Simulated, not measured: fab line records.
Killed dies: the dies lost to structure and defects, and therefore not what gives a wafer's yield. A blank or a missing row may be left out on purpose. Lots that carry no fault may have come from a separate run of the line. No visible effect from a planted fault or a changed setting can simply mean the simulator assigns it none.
Which of the tools did it? :: flow nand-harc :: 14 lots with 42 wafers sampled at 4 steps, on a route of 1159 steps

## WHAT THE GAUGES SHOWED, per wafer
No reading from a measuring or inspecting step in the record can be judged against a usual standard deviation.

## WHICH TOOL RAN EACH LOT (tool, then ch and the chambers of the sampled wafers, then the start)
lot: L745
NHARC_A_STAIRCASE_PEB_215: litho-track-02 ch 0, day 10 22:16
NHARC_A_STAIRCASE_ETCH_225: rie-diel-11 ch 1,2,3, no start
NHARC_A_STAIRCASE_TRIM_226: rie-diel-11 ch 0,1, no start
NHARC_A_STAIRCASE_ETCH_227: rie-diel-11 ch 1,2,3, no start

lot: L746
NHARC_A_STAIRCASE_PEB_215: litho-track-03 ch 0, day 11 14:05
NHARC_A_STAIRCASE_ETCH_225: rie-diel-05 ch 0,2,3, no start
NHARC_A_STAIRCASE_TRIM_226: rie-diel-05 ch 0,1,3, no start
NHARC_A_STAIRCASE_ETCH_227: rie-diel-05 ch 1,2, no start

lot: L753
NHARC_A_STAIRCASE_PEB_215: litho-track-02, day 13 01:08
NHARC_A_STAIRCASE_ETCH_225: rie-diel-12 ch 0,1,2, no start
NHARC_A_STAIRCASE_TRIM_226: rie-diel-12 ch 0,3, no start
NHARC_A_STAIRCASE_ETCH_227: rie-diel-12 ch 0,1, no start

lot: L754
NHARC_A_STAIRCASE_PEB_215: litho-track-05, day 13 01:40
NHARC_A_STAIRCASE_ETCH_225: rie-diel-05 ch 2,3, no start
NHARC_A_STAIRCASE_TRIM_226: rie-diel-05 ch 1,2,3, no start
NHARC_A_STAIRCASE_ETCH_227: rie-diel-05 ch 0,1,3, no start

lot: L758
NHARC_A_STAIRCASE_PEB_215: litho-track-03 ch 0, day 14 04:43
NHARC_A_STAIRCASE_ETCH_225: rie-diel-11 ch 0,2,3, no start
NHARC_A_STAIRCASE_TRIM_226: rie-diel-11 ch 0,1,3, no start
NHARC_A_STAIRCASE_ETCH_227: rie-diel-11 ch 2,3, no start

lot: L757
NHARC_A_STAIRCASE_PEB_215: litho-track-03 ch 0, day 14 05:00
NHARC_A_STAIRCASE_ETCH_225: rie-diel-12 ch 1,3, no start
NHARC_A_STAIRCASE_TRIM_226: rie-diel-12 ch 0,3, no start
NHARC_A_STAIRCASE_ETCH_227: rie-diel-12 ch 1,2,3, no start

lot: L759
NHARC_A_STAIRCASE_PEB_215: litho-track-02 ch 0, day 15 02:35
NHARC_A_STAIRCASE_ETCH_225: rie-diel-12 ch 2,3, no start
NHARC_A_STAIRCASE_TRIM_226: rie-diel-12 ch 2,3, no start
NHARC_A_STAIRCASE_ETCH_227: rie-diel-12 ch 0,3, no start

lot: L760
NHARC_A_STAIRCASE_PEB_215: litho-track-03 ch 0, day 15 07:16
NHARC_A_STAIRCASE_ETCH_225: rie-diel-12 ch 0,1,2, no start
NHARC_A_STAIRCASE_TRIM_226: rie-diel-12 ch 0,2,3, no start
NHARC_A_STAIRCASE_ETCH_227: rie-diel-12 ch 0,1, no start

lot: L762
NHARC_A_STAIRCASE_PEB_215: litho-track-05 ch 0, day 15 09:27
NHARC_A_STAIRCASE_ETCH_225: rie-diel-11 ch 0,1,3, no start
NHARC_A_STAIRCASE_TRIM_226: rie-diel-11 ch 1,3, no start
NHARC_A_STAIRCASE_ETCH_227: rie-diel-11 ch 1,3, no start

lot: L764
NHARC_A_STAIRCASE_PEB_215: litho-track-03 ch 0, day 15 09:46
NHARC_A_STAIRCASE_ETCH_225: rie-diel-12 ch 2,3, no start
NHARC_A_STAIRCASE_TRIM_226: rie-diel-12 ch 0,1,3, no start
NHARC_A_STAIRCASE_ETCH_227: rie-diel-12 ch 2,3, no start

lot: L763
NHARC_A_STAIRCASE_PEB_215: litho-track-05 ch 0, day 15 19:32
NHARC_A_STAIRCASE_ETCH_225: rie-diel-11 ch 0,2,3, no start
NHARC_A_STAIRCASE_TRIM_226: rie-diel-11 ch 1,2,3, no start
NHARC_A_STAIRCASE_ETCH_227: rie-diel-11 ch 0,1,3, no start

lot: L767
NHARC_A_STAIRCASE_PEB_215: litho-track-03 ch 0, day 16 10:13
NHARC_A_STAIRCASE_ETCH_225: rie-diel-12 ch 2,3, no start
NHARC_A_STAIRCASE_TRIM_226: rie-diel-12 ch 2,3, no start
NHARC_A_STAIRCASE_ETCH_227: rie-diel-12 ch 0,1,2, no start

lot: L765
NHARC_A_STAIRCASE_PEB_215: litho-track-05 ch 0, day 16 14:19
NHARC_A_STAIRCASE_ETCH_225: rie-diel-12 ch 0,1, no start
NHARC_A_STAIRCASE_TRIM_226: rie-diel-12 ch 1,2,3, no start
NHARC_A_STAIRCASE_ETCH_227: rie-diel-12 ch 1,2,3, no start

lot: L766
NHARC_A_STAIRCASE_PEB_215: litho-track-05 ch 0, day 16 22:34
NHARC_A_STAIRCASE_ETCH_225: rie-diel-11 ch 0,2, no start
NHARC_A_STAIRCASE_TRIM_226: rie-diel-11 ch 0,2,3, no start
NHARC_A_STAIRCASE_ETCH_227: rie-diel-11 ch 0,2, no start
- NHARC_A_STAIRCASE_PEB_215: peb time 130 s.
- NHARC_A_STAIRCASE_ETCH_225: etches the open film in C4F8/O2, target depth 100 nm, time 40.5 s.
- NHARC_A_STAIRCASE_TRIM_226: chemistry O2, time 211.2 s.
- NHARC_A_STAIRCASE_ETCH_227: etches the open film in C4F8/O2, target depth 100 nm, time 40.5 s.

## AS READ BY THE TOOLS THEMSELVES (means over the sampled wafers that have a number; for cases with no such wafer, the mark the record gives instead)
NHARC_A_STAIRCASE_PEB_215.
lot: L745
tool: litho-track-02
chill-plate-temp-C (C): 23.06
exhaust-pa (Pa): 45.0
heater-power-total-W (W): 123.91

lot: L746
tool: litho-track-03
chill-plate-temp-C (C): 23.18
exhaust-pa (Pa): 45.5
heater-power-total-W (W): 123.96

lot: L753
tool: litho-track-02
chill-plate-temp-C (C): -
exhaust-pa (Pa): -
heater-power-total-W (W): -

lot: L754
tool: litho-track-05
chill-plate-temp-C (C): -
exhaust-pa (Pa): -
heater-power-total-W (W): -

lot: L758
tool: litho-track-03
chill-plate-temp-C (C): 22.96
exhaust-pa (Pa): 45.1
heater-power-total-W (W): 123.77

lot: L757
tool: litho-track-03
chill-plate-temp-C (C): 23.05
exhaust-pa (Pa): 44.0
heater-power-total-W (W): 123.87

lot: L759
tool: litho-track-02
chill-plate-temp-C (C): 22.88
exhaust-pa (Pa): 44.1
heater-power-total-W (W): 123.92

lot: L760
tool: litho-track-03
chill-plate-temp-C (C): 22.95
exhaust-pa (Pa): 45.5
heater-power-total-W (W): 123.94

lot: L762
tool: litho-track-05
chill-plate-temp-C (C): 23.06
exhaust-pa (Pa): 45.0
heater-power-total-W (W): 123.86

lot: L764
tool: litho-track-03
chill-plate-temp-C (C): 22.90
exhaust-pa (Pa): 44.3
heater-power-total-W (W): 123.71

lot: L763
tool: litho-track-05
chill-plate-temp-C (C): 23.09
exhaust-pa (Pa): 45.3
heater-power-total-W (W): 123.89

lot: L767
tool: litho-track-03
chill-plate-temp-C (C): 22.90
exhaust-pa (Pa): 44.7
heater-power-total-W (W): 123.86

lot: L765
tool: litho-track-05
chill-plate-temp-C (C): 22.97
exhaust-pa (Pa): 43.7
heater-power-total-W (W): 123.82

lot: L766
tool: litho-track-05
chill-plate-temp-C (C): 23.07
exhaust-pa (Pa): 44.0
heater-power-total-W (W): 123.63

NHARC_A_STAIRCASE_ETCH_225.
lot: L745
tool: rie-diel-11
bias-w (W): 999
oes-product-au (a.u.): 0.946
rf-vpp-V (V): 900

lot: L746
tool: rie-diel-05
bias-w (W): 997
oes-product-au (a.u.): 0.940
rf-vpp-V (V): 891

lot: L753
tool: rie-diel-12
bias-w (W): 999
oes-product-au (a.u.): 0.923
rf-vpp-V (V): 898

lot: L754
tool: rie-diel-05
bias-w (W): 1000
oes-product-au (a.u.): 0.954
rf-vpp-V (V): 887

lot: L758
tool: rie-diel-11
bias-w (W): 1002
oes-product-au (a.u.): 0.947
rf-vpp-V (V): 894

lot: L757
tool: rie-diel-12
bias-w (W): 1004
oes-product-au (a.u.): 0.945
rf-vpp-V (V): 902

lot: L759
tool: rie-diel-12
bias-w (W): 1005
oes-product-au (a.u.): 0.940
rf-vpp-V (V): 896

lot: L760
tool: rie-diel-12
bias-w (W): 1000
oes-product-au (a.u.): 0.929
rf-vpp-V (V): 898

lot: L762
tool: rie-diel-11
bias-w (W): 1001
oes-product-au (a.u.): 0.950
rf-vpp-V (V): 894

lot: L764
tool: rie-diel-12
bias-w (W): 998
oes-product-au (a.u.): 0.932
rf-vpp-V (V): 897

lot: L763
tool: rie-diel-11
bias-w (W): 1000
oes-product-au (a.u.): 0.943
rf-vpp-V (V): 893

lot: L767
tool: rie-diel-12
bias-w (W): 1001
oes-product-au (a.u.): 0.924
rf-vpp-V (V): 893

lot: L765
tool: rie-diel-12
bias-w (W): 1000
oes-product-au (a.u.): 0.916
rf-vpp-V (V): 903

lot: L766
tool: rie-diel-11
bias-w (W): 1000
oes-product-au (a.u.): 0.915
rf-vpp-V (V): 895

NHARC_A_STAIRCASE_TRIM_226.
lot: L745
tool: rie-diel-11
drypump-motor-current-A (A): 5.7
oes-product-au (a.u.): 1.009
rf-vpp-V (V): 57.3
showerhead-plenum-p-Torr (Torr): 3.64
throttle-valve-pct (%): 17.051

lot: L746
tool: rie-diel-05
drypump-motor-current-A (A): 5.7
oes-product-au (a.u.): 0.999
rf-vpp-V (V): 57.9
showerhead-plenum-p-Torr (Torr): 3.43
throttle-valve-pct (%): 17.039

lot: L753
tool: rie-diel-12
drypump-motor-current-A (A): 5.7
oes-product-au (a.u.): 0.996
rf-vpp-V (V): 58.0
showerhead-plenum-p-Torr (Torr): 3.65
throttle-valve-pct (%): 17.030

lot: L754
tool: rie-diel-05
drypump-motor-current-A (A): 6.1
oes-product-au (a.u.): 1.001
rf-vpp-V (V): 57.8
showerhead-plenum-p-Torr (Torr): 3.38
throttle-valve-pct (%): 17.038

lot: L758
tool: rie-diel-11
drypump-motor-current-A (A): 6.0
oes-product-au (a.u.): 1.014
rf-vpp-V (V): 57.4
showerhead-plenum-p-Torr (Torr): 3.48
throttle-valve-pct (%): 17.034

lot: L757
tool: rie-diel-12
drypump-motor-current-A (A): 5.9
oes-product-au (a.u.): 0.998
rf-vpp-V (V): 58.4
showerhead-plenum-p-Torr (Torr): 3.65
throttle-valve-pct (%): 17.035

lot: L759
tool: rie-diel-12
drypump-motor-current-A (A): 5.4
oes-product-au (a.u.): 0.996
rf-vpp-V (V): 58.1
showerhead-plenum-p-Torr (Torr): 3.44
throttle-valve-pct (%): 17.041

lot: L760
tool: rie-diel-12
drypump-motor-current-A (A): 5.6
oes-product-au (a.u.): 0.997
rf-vpp-V (V): 57.8
showerhead-plenum-p-Torr (Torr): 3.54
throttle-valve-pct (%): 17.030

lot: L762
tool: rie-diel-11
drypump-motor-current-A (A): 6.0
oes-product-au (a.u.): 1.009
rf-vpp-V (V): 56.9
showerhead-plenum-p-Torr (Torr): 3.60
throttle-valve-pct (%): 17.034

lot: L764
tool: rie-diel-12
drypump-motor-current-A (A): 5.9
oes-product-au (a.u.): 0.982
rf-vpp-V (V): 58.2
showerhead-plenum-p-Torr (Torr): 3.69
throttle-valve-pct (%): 17.033

lot: L763
tool: rie-diel-11
drypump-motor-current-A (A): 6.1
oes-product-au (a.u.): 0.996
rf-vpp-V (V): 58.0
showerhead-plenum-p-Torr (Torr): 3.61
throttle-valve-pct (%): 17.041

lot: L767
tool: rie-diel-12
drypump-motor-current-A (A): 5.4
oes-product-au (a.u.): 0.996
rf-vpp-V (V): 57.5
showerhead-plenum-p-Torr (Torr): 3.43
throttle-valve-pct (%): 17.033

lot: L765
tool: rie-diel-12
drypump-motor-current-A (A): 5.6
oes-product-au (a.u.): 1.006
rf-vpp-V (V): 58.7
showerhead-plenum-p-Torr (Torr): 3.58
throttle-valve-pct (%): 17.036

lot: L766
tool: rie-diel-11
drypump-motor-current-A (A): 6.2
oes-product-au (a.u.): 0.997
rf-vpp-V (V): 57.9
showerhead-plenum-p-Torr (Torr): 3.48
throttle-valve-pct (%): 17.039

NHARC_A_STAIRCASE_ETCH_227.
lot: L745
tool: rie-diel-11
bias-w (W): 1000
oes-product-au (a.u.): 0.953
rf-vpp-V (V): 900

lot: L746
tool: rie-diel-05
bias-w (W): 999
oes-product-au (a.u.): 0.941
rf-vpp-V (V): 892

lot: L753
tool: rie-diel-12
bias-w (W): 1001
oes-product-au (a.u.): 0.927
rf-vpp-V (V): 905

lot: L754
tool: rie-diel-05
bias-w (W): 1000
oes-product-au (a.u.): 0.939
rf-vpp-V (V): 892

lot: L758
tool: rie-diel-11
bias-w (W): 1001
oes-product-au (a.u.): 0.959
rf-vpp-V (V): 894

lot: L757
tool: rie-diel-12
bias-w (W): 1000
oes-product-au (a.u.): 0.942
rf-vpp-V (V): 899

lot: L759
tool: rie-diel-12
bias-w (W): 1001
oes-product-au (a.u.): 0.946
rf-vpp-V (V): 899

lot: L760
tool: rie-diel-12
bias-w (W): 1000
oes-product-au (a.u.): 0.926
rf-vpp-V (V): 901

lot: L762
tool: rie-diel-11
bias-w (W): 1003
oes-product-au (a.u.): 0.945
rf-vpp-V (V): 899

lot: L764
tool: rie-diel-12
bias-w (W): 999
oes-product-au (a.u.): 0.938
rf-vpp-V (V): 895

lot: L763
tool: rie-diel-11
bias-w (W): 1000
oes-product-au (a.u.): 0.948
rf-vpp-V (V): 894

lot: L767
tool: rie-diel-12
bias-w (W): 999
oes-product-au (a.u.): 0.920
rf-vpp-V (V): 898

lot: L765
tool: rie-diel-12
bias-w (W): 997
oes-product-au (a.u.): 0.937
rf-vpp-V (V): 897

lot: L766
tool: rie-diel-11
bias-w (W): 1003
oes-product-au (a.u.): 0.928
rf-vpp-V (V): 900

## THE ANSWER, worked out from the rows above alone
Rule: the usual values come from the lots themselves. Put in order of their means at a reading, lots are off if they are a third of the lots or fewer, leave a main group of 4 or more, and stand apart from it by a gap of 3 or more times the standard deviation of the main group's means; of several such gaps the widest counts. A main group is skipped when, at the precision printed for the reading in the tables above, its means are all equal. A lot without any number at a reading at which 4 lots or more have one is off too. Any other lot the step has rows for is counted as sound. Order of review: gauges by route order, followed by the tools' own readings, for which a lot's mean as printed above is used. The first step at which some lot is off is used, and at that step the reading that is off furthest; a lot without a number counts as furthest.
Off at NHARC_A_STAIRCASE_PEB_215 (chill-plate-temp-C): L753, L754. Without a number there: L753, L754. The main group: mean 23.01 C, standard deviation 0.089.
If a tool, at that step or one of the process steps before it, ran each lot that is off and ran no sound lot following the first of them, it fits. Not one of the candidates tried fits.

## WHAT THE SIMULATOR HAD INSERTED
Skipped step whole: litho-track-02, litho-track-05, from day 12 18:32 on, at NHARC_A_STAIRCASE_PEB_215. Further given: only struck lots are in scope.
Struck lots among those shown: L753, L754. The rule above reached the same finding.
